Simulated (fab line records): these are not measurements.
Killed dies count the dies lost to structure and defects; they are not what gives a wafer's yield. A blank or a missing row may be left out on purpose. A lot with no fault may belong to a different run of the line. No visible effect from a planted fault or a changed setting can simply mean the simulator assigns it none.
fab line records | flow n5_finfet
record lots=11 | wafers=31 | last_day=18
route steps=1938 shown BEOL_M6@1239 PASSIVATION@1936
lots that met no fault: taken from a fault-free run of the same line
start_h: start of the lot's first displayed wafer, in hours after the record's first day | wait_h: hours elapsed since this lot's preceding step | " same as the row above | L1.1+2: a row that stands for several wafers | - value missing, or start not given | * or withheld: withheld | < > ~ a bound
route shown NAME@n: NAME is a module with steps in the file, n the number in the route of the first one | usual: mean and standard deviation over wafers with no fault | same: alike in all rows | chamber/n: place in a boat | sites: the reading at each site | _std_site: how widely they spread, as a standard deviation | _edge_site: inner sites' mean taken away from outer sites' mean | radius_mm: how far each site lies from the wafer's centre | mask NAME#n: copy n | behind: tool/chamber where the wafer was last shaped | hold: cause of the lot's hold/its duration in hours/its outcome | device: transistor that didn't switch, given as n, p or np | end of line: the tests these same wafers got at the end of their route | step lacking rows: just its recipe | killed: not the wafer's yield, but the dies lost to structure and defects at the first sort | map: the dies of a wafer, with x for killed, . for not killed, _ for no die there
set.NAME: the setting as run; set.NAME@STEP: as run at that earlier step | model.NAME: the simulator's own value behind a step, which no gauge read
a sample of lots followed through the steps of the route, with each step as a table and each wafer as a row
services: from which hour (start_h, from the record's first day; less than 0 if before it) a tool's chamber was out of use, for how many hours, and why
## steps
# step N5_BEOL_M6_TRENCH_ETCH_37
# recipe chemistry=C4F6/O2 | target_depth_a=944.35 | target=SiCOH_lowk | time_s=31.5 | ion_energy_ev=250 | pressure_mtorr=30 | source_w=345 | bias_w=185 | Ar_flow_sccm=300 | C4F6_flow_sccm=10 | O2_flow_sccm=10
# usual drypump_motor_current_A=5.6/0.5 | oes_product_au=0.82/0.081 | rf_vpp_V=669/18 | showerhead_plenum_p_Torr=2.87/0.084 | throttle_valve_pct=20.68/0.29
lot.wafer | tool        | chamber | start_h | wait_h | drypump_motor_current_A | oes_product_au | rf_hours_counter_h | rf_vpp_V | showerhead_plenum_p_Torr | throttle_valve_pct
L539.2    | rie_diel-02 | 3       | -       | -      | 5.8                     | 0.81           | 114                | 657      | 2.86                     | 20.68
L539.5    | "           | 2       | "       | "      | 5.3                     | 0.87           | -                  | 696      | 2.98                     | 20.29
L539.6    | "           | 3       | "       | "      | 5.8                     | 0.80           | -                  | 655      | 2.86                     | 20.68
L541.1    | rie_diel-05 | 2       | -       | -      | 5.6                     | 0.77           | 114                | 671      | 2.88                     | 20.92
L541.3    | "           | 1       | "       | "      | 4.8                     | 0.90           | 20                 | 644      | 2.78                     | 20.22
L541.5    | "           | 1       | "       | "      | 4.9                     | 0.91           | -                  | 646      | 2.78                     | 20.21
L545.3    | rie_diel-05 | 1       | -       | -      | 4.8                     | 0.88           | 35                 | 646      | 2.77                     | 20.24
L545.6    | "           | 3       | "       | "      | 5.4                     | 0.97           | -                  | 667      | 2.82                     | 20.60
L548.2    | rie_diel-06 | 3       | -       | -      | 6.6                     | 0.70           | 227                | 673      | 2.91                     | 21.05
L548.5    | "           | 3       | "       | "      | 6.7                     | 0.70           | -                  | 674      | 2.91                     | 21.04
L548.6    | "           | 2       | "       | "      | 6.4                     | 0.69           | -                  | 636      | 2.72                     | 21.61
L550.3    | rie_diel-02 | 2       | -       | -      | 5.3                     | 0.86           | 63                 | 697      | 2.97                     | 20.29
L550.4    | "           | 1       | "       | "      | 6.0                     | 0.69           | 242                | 691      | 2.90                     | 20.97
L552.1    | rie_diel-05 | 0       | -       | -      | 5.3                     | 0.75           | 147                | 654      | 2.76                     | 20.82
L552.4    | "           | 1       | "       | "      | 4.8                     | 0.84           | 58                 | 646      | 2.76                     | 20.25
L552.5    | "           | 1       | "       | "      | 4.8                     | 0.85           | -                  | 645      | 2.76                     | 20.26
L554.1    | rie_diel-02 | 0       | -       | -      | 5.7                     | 0.79           | 110                | 667      | 2.76                     | 20.65
L554.4    | "           | 0       | "       | "      | 5.7                     | 0.79           | -                  | 668      | 2.76                     | 20.66
L554.6    | "           | 3       | "       | "      | 5.8                     | 0.76           | -                  | 657      | 2.84                     | 20.72
L558.1    | rie_diel-05 | 0       | -       | -      | 5.3                     | 0.75           | 154                | 653      | 2.76                     | 20.84
L558.2    | "           | 3       | "       | "      | 5.4                     | 0.88           | 30                 | 666      | 2.81                     | 20.65
L558.6    | "           | 1       | "       | "      | 4.9                     | 0.83           | -                  | 644      | 2.76                     | 20.27
L557.4    | rie_diel-02 | 1       | -       | -      | 6.0                     | 0.94           | 6                  | 691      | 2.90                     | 20.70
L557.5    | "           | 2       | "       | "      | 5.3                     | 0.83           | -                  | 695      | 2.96                     | 20.31
L557.6    | "           | 1       | "       | "      | 6.0                     | 0.94           | -                  | 689      | 2.90                     | 20.71
L560.1    | rie_diel-05 | 3       | -       | -      | 5.4                     | 0.86           | 35                 | 667      | 2.80                     | 20.66
L560.3    | "           | 0       | "       | "      | 5.3                     | 0.75           | 157                | 653      | 2.76                     | 20.84
L560.4    | "           | 1       | "       | "      | 4.9                     | 0.83           | 69                 | 645      | 2.76                     | 20.27
L562.2    | rie_diel-06 | 1       | -       | -      | 5.1                     | 0.87           | 34                 | 646      | 2.78                     | 20.56
L562.3    | "           | 0       | "       | "      | 5.0                     | 0.83           | 103                | 682      | 2.99                     | 20.62
L562.5    | "           | 2       | "       | "      | 6.4                     | 0.94           | -                  | 647      | 3.05                     | 21.33
# step N5_BEOL_M6_CURE_75
# recipe temp_c=370 | time_s=120 | ambient=DMADMS/He | material=SiCOH_lowk
# usual lamp_power_pct=52.31/0.054 | wafer_temp_C_max=371.5/0.56
lot.wafer | tool       | chamber | start_h | wait_h | lamp_power_pct | wafer_temp_C_max
L539.2    | uv_cure-02 | 2       | 197.60  | 0.1    | 52.29          | 371.5
L539.5    | "          | 2       | "       | "      | 52.26          | 371.3
L539.6    | "          | 2       | "       | "      | 52.39          | 371.5
L541.1    | uv_cure-03 | 1       | 198.65  | 0.0    | 52.30          | 372.0
L541.3    | "          | 1       | "       | "      | 52.35          | 371.8
L541.5    | "          | 1       | "       | "      | 52.30          | 371.0
L545.3    | uv_cure-02 | 1       | 221.77  | 0.1    | 52.41          | 370.7
L545.6    | "          | 1       | "       | "      | 52.36          | 371.1
L548.2    | uv_cure-02 | 2       | 231.44  | 0.4    | 52.32          | 371.5
L548.5    | "          | 2       | "       | "      | 52.25          | 371.4
L548.6    | "          | 2       | "       | "      | 52.33          | 371.1
L550.3    | uv_cure-03 | 0       | 249.76  | 0.3    | 52.36          | 371.2
L550.4    | "          | 0       | "       | "      | 52.34          | 371.2
L552.1    | uv_cure-02 | 0       | 280.77  | 0.0    | 52.38          | 371.3
L552.4    | "          | 0       | "       | "      | 52.27          | 371.2
L552.5    | "          | 0       | "       | "      | 52.32          | 371.2
L554.1    | uv_cure-03 | 0       | 284.78  | 0.0    | 52.17          | 371.9
L554.4    | "          | 0       | "       | "      | 52.31          | 371.8
L554.6    | "          | 0       | "       | "      | 52.35          | 371.4
L558.1    | uv_cure-03 | 2       | 302.18  | 0.0    | 52.36          | 371.7
L558.2    | "          | 2       | "       | "      | 52.31          | 371.7
L558.6    | "          | 2       | "       | "      | 52.32          | 372.6
L557.4    | uv_cure-02 | 0       | 308.38  | 0.4    | 52.34          | 370.9
L557.5    | "          | 0       | "       | "      | 52.34          | 370.9
L557.6    | "          | 0       | "       | "      | 52.26          | 371.0
L560.1    | uv_cure-03 | 0       | 315.08  | 0.0    | 52.33          | 371.9
L560.3    | "          | 0       | "       | "      | 52.30          | 372.6
L560.4    | "          | 0       | "       | "      | 52.37          | 371.4
L562.2    | uv_cure-03 | 0       | 325.91  | 0.1    | 52.43          | 371.4
L562.3    | "          | 0       | "       | "      | 52.31          | 371.2
L562.5    | "          | 0       | "       | "      | 52.28          | 371.7
# step N5_BEOL_M6_DEGAS_44
# recipe ambient=vacuum | temp_c=250 | time_s=60
# usual heater_power_w=348/16
lot.wafer | tool           | chamber | start_h | wait_h | heater_power_w
L539.2    | pvd_sputter-02 | -       | 198.41  | 0.8    | 356
L539.5    | "              | -       | "       | "      | 341
L539.6    | "              | -       | "       | "      | 354
L541.1    | pvd_sputter-03 | -       | 198.97  | 0.3    | 351
L541.3    | "              | -       | "       | "      | 372
L541.5    | "              | -       | "       | "      | 335
L545.3    | pvd_sputter-01 | -       | 221.99  | 0.2    | 345
L545.6    | "              | -       | "       | "      | 325
L548.2    | pvd_sputter-03 | -       | 231.90  | 0.4    | 331
L548.5    | "              | -       | "       | "      | 334
L548.6    | "              | -       | "       | "      | 375
L550.3    | pvd_sputter-03 | -       | 250.21  | 0.4    | 326
L550.4    | "              | -       | "       | "      | 371
L552.1    | pvd_sputter-01 | -       | 281.70  | 0.8    | 333
L552.4    | "              | -       | "       | "      | 332
L552.5    | "              | -       | "       | "      | 380
L554.1    | pvd_sputter-03 | -       | 285.20  | 0.4    | 327
L554.4    | "              | -       | "       | "      | 373
L554.6    | "              | -       | "       | "      | 381
L558.1    | pvd_sputter-01 | -       | 302.91  | 0.7    | 330
L558.2    | "              | -       | "       | "      | 388
L558.6    | "              | -       | "       | "      | 343
L557.4    | pvd_sputter-03 | -       | 308.56  | 0.1    | 341
L557.5    | "              | -       | "       | "      | 352
L557.6    | "              | -       | "       | "      | 341
L560.1    | pvd_sputter-02 | -       | 315.65  | 0.5    | 348
L560.3    | "              | -       | "       | "      | 340
L560.4    | "              | -       | "       | "      | 330
L562.2    | pvd_sputter-03 | -       | 326.31  | 0.3    | 339
L562.3    | "              | -       | "       | "      | 354
L562.5    | "              | -       | "       | "      | 358
# step N5_BEOL_M6_ALD_77
# recipe material=TaN | target_thk_a=20 | temp_c=275 | ald_precursor_family=PDMAT | ald_co_reactant=NH3 | pressure_torr=3 | carrier_flow_sccm=1500 | pulse_time_s=2 | purge_time_s=3 | co_reactant_purge_time_s=2 | co_reactant_pulse_time_s=3 | ald_cycles=40 | precursor_vessel_temp_c=75 | precursor_vessel_pressure_torr=26.25 | precursor_vessel_carrier_sccm=1000
# usual chamber_pressure_Torr=3.000/0.0064 | co_reactant_pulse_time_s=3/0 | heater_power_w=417/44
# same pulse_time_s=2
lot.wafer | tool         | chamber | start_h | wait_h | chamber_pressure_Torr | co_reactant_pulse_time_s | heater_power_w
L539.2    | ald_metal-04 | 0       | 198.51  | 0.0    | 3.000                 | 3                        | 485
L539.5    | "            | 1       | "       | "      | 3.002                 | 3                        | 378
L539.6    | "            | 2       | "       | "      | 2.999                 | 3                        | 428
L541.1    | ald_metal-02 | 0       | 199.08  | 0.0    | 2.990                 | 3                        | 477
L541.3    | "            | 1       | "       | "      | 2.994                 | 3                        | 353
L541.5    | "            | 2       | "       | "      | 3.003                 | 3                        | 454
L545.3    | ald_metal-02 | 2       | 222.09  | 0.0    | 2.992                 | 1.9232                   | 445
L545.6    | "            | 3       | "       | "      | 2.999                 | 1.9232                   | 405
L548.2    | ald_metal-02 | 1       | 232.00  | 0.0    | 3.003                 | 3                        | 348
L548.5    | "            | 1       | "       | "      | 3.002                 | 3                        | 350
L548.6    | "            | 2       | "       | "      | 2.996                 | 1.9232                   | 448
L550.3    | ald_metal-02 | 1       | 250.54  | 0.3    | 3.015                 | 1.9232                   | 346
L550.4    | "            | 2       | "       | "      | 3.001                 | 3                        | 445
L552.1    | ald_metal-03 | 0       | 281.80  | 0.0    | 2.996                 | 3                        | 406
L552.4    | "            | 1       | "       | "      | 2.997                 | 3                        | 406
L552.5    | "            | 0       | "       | "      | 2.998                 | 3                        | 406
L554.1    | ald_metal-04 | 0       | 285.30  | 0.0    | 3.002                 | 3                        | 500
L554.4    | "            | 3       | "       | "      | 2.994                 | 3                        | 368
L554.6    | "            | 0       | "       | "      | 3.003                 | 3                        | 482
L558.1    | ald_metal-04 | 0       | 303.01  | 0.0    | 2.999                 | 3                        | 513
L558.2    | "            | 1       | "       | "      | 3.004                 | 3                        | 378
L558.6    | "            | 3       | "       | "      | 2.990                 | 3                        | 368
L557.4    | ald_metal-03 | 0       | 308.66  | 0.0    | 3.006                 | 3                        | 392
L557.5    | "            | 3       | "       | "      | 3.006                 | 3                        | 452
L557.6    | "            | 2       | "       | "      | 2.996                 | 3                        | 389
L560.1    | ald_metal-04 | 1       | 315.81  | 0.1    | 2.996                 | 3                        | 382
L560.3    | "            | 3       | "       | "      | 3.009                 | 3                        | 364
L560.4    | "            | 2       | "       | "      | 3.002                 | 3                        | 416
L562.2    | ald_metal-03 | 1       | 326.41  | 0.0    | 3.001                 | 3                        | 408
L562.3    | "            | 2       | "       | "      | 2.997                 | 3                        | 389
L562.5    | "            | 2       | "       | "      | 2.992                 | 3                        | 383
# step N5_PASSIVATION_PROBE_49
# usual defect_limited_yield=91.2/1.6 | killed_at_M0_to_M3=34/11 | killed_at_M4_up=14/5.7 | killed_at_contacts=14/6.6 | killed_at_front_end=37/10 | killed_at_other=4/3.2 | killed_dies=104/19 | killed_on_rim=14/4.1 | killed_open=69/13 | killed_short=33/8.7 | sort_bin_5_function=5.1/1 | sort_bin_6_memory=3.3/0.76 | sort_bin_8_speed=0.00/0.016 | sort_n_pass=1076/19 | sort_yield_pct=91.2/1.6
# same gross_dies=1180 | killed_at_back_side=0 | sort_bin_4_leakage[%]=0
lot.wafer | tool      | chamber | start_h | wait_h | defect_limited_yield[%] | killed_at_M0_to_M3 | killed_at_M4_up | killed_at_contacts | killed_at_front_end | killed_at_other | killed_dies | killed_on_rim | killed_open | killed_short | sort_bin_5_function[%] | sort_bin_6_memory[%] | sort_bin_8_speed[%] | sort_n_pass | sort_yield_pct[%]
L557.6    | prober-01 | -       | 395.98  | 0.3    | 91.1                    | 45                 | 6               | 10                 | 39                  | 5               | 105         | 14            | 73          | 31           | 5.3                    | 3.5                  | 0                   | 1075        | 91.1
# killed by level:class
L557.6 BEOL_M3:geometric_particle:open=21 GATE_CUT:geometric_particle:short=9 FIN_SAQP:geometric_particle:open=8 MOL_CONTACT_COAG:geometric_particle:open=8 BEOL_M0_SAQP:geometric_particle:open=8 STI_FIN_REVEAL:geometric_particle:open=7 DUMMY_GATE:geometric_particle:open=4 FIN_SAQP:geometric_particle:short=3
## services
tool           | chamber | start_h | hours | kind
uv_cure-02     | -       | 181.37  | 2.1   | pm
uv_cure-02     | -       | 188.13  | 2.8   | pm
rie_diel-06    | -       | 195.13  | 28.1  | pm
rie_diel-05    | 3       | 198.03  | -     | clean
rie_diel-05    | 3       | 198.03  | -     | consumable_replace:focus_ring
rie_diel-05    | 3       | 198.03  | 19.4  | scheduled_down
rie_diel-05    | 3       | 198.03  | 19.4  | vent_cycle
ald_metal-02   | 3       | 213.92  | 3.1   | repair
rie_diel-06    | 1       | 223.23  | -     | clean
rie_diel-06    | 1       | 223.23  | -     | consumable_replace:focus_ring
rie_diel-06    | 1       | 223.23  | 18.1  | scheduled_down
uv_cure-03     | -       | 246.60  | 2.1   | pm
rie_diel-05    | -       | 250.18  | 0.4   | repair
uv_cure-03     | -       | 255.96  | 7.5   | pm
rie_diel-02    | 1       | 268.76  | -     | clean
rie_diel-02    | 1       | 268.76  | -     | consumable_replace:focus_ring
rie_diel-02    | 1       | 268.76  | 20.5  | scheduled_down
rie_diel-02    | 1       | 268.76  | 20.5  | vent_cycle
uv_cure-02     | -       | 270.70  | 6.3   | repair
ald_metal-04   | 0       | 289.13  | 2.9   | repair
ald_metal-04   | -       | 304.81  | 8.7   | pm
pvd_sputter-03 | -       | 309.90  | 0.8   | repair
uv_cure-02     | -       | 310.48  | 1.0   | pm
rie_diel-05    | 2       | 325.98  | 13.5  | repair
## key
first_sign step=N5_BEOL_M6_ALD_77 | reading=co_reactant_pulse_time_s | direction=down | sigmas=99+ | usual=* | struck=*
effect none on later readings
met_at N5_BEOL_M6_ALD_77
struck_lots L545,L548,L550
struck_wafers L545.3,L545.6,L548.6,L550.3
not_acting_at N5_BEOL_M6_TRENCH_ETCH_37,N5_BEOL_M6_CURE_75,N5_BEOL_M6_DEGAS_44
onset_between 199.08 222.09
fault kind=process_parameter_drift | tool=ald_metal-02 | chamber=- | onset_h=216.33 | steps=N5_BEOL_M6_ALD_77 | channel=co_reactant_pulse_time_s | offset=* | shape=step | end_h=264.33 | scope=struck_wafers_only | acts_in=* | stated=*
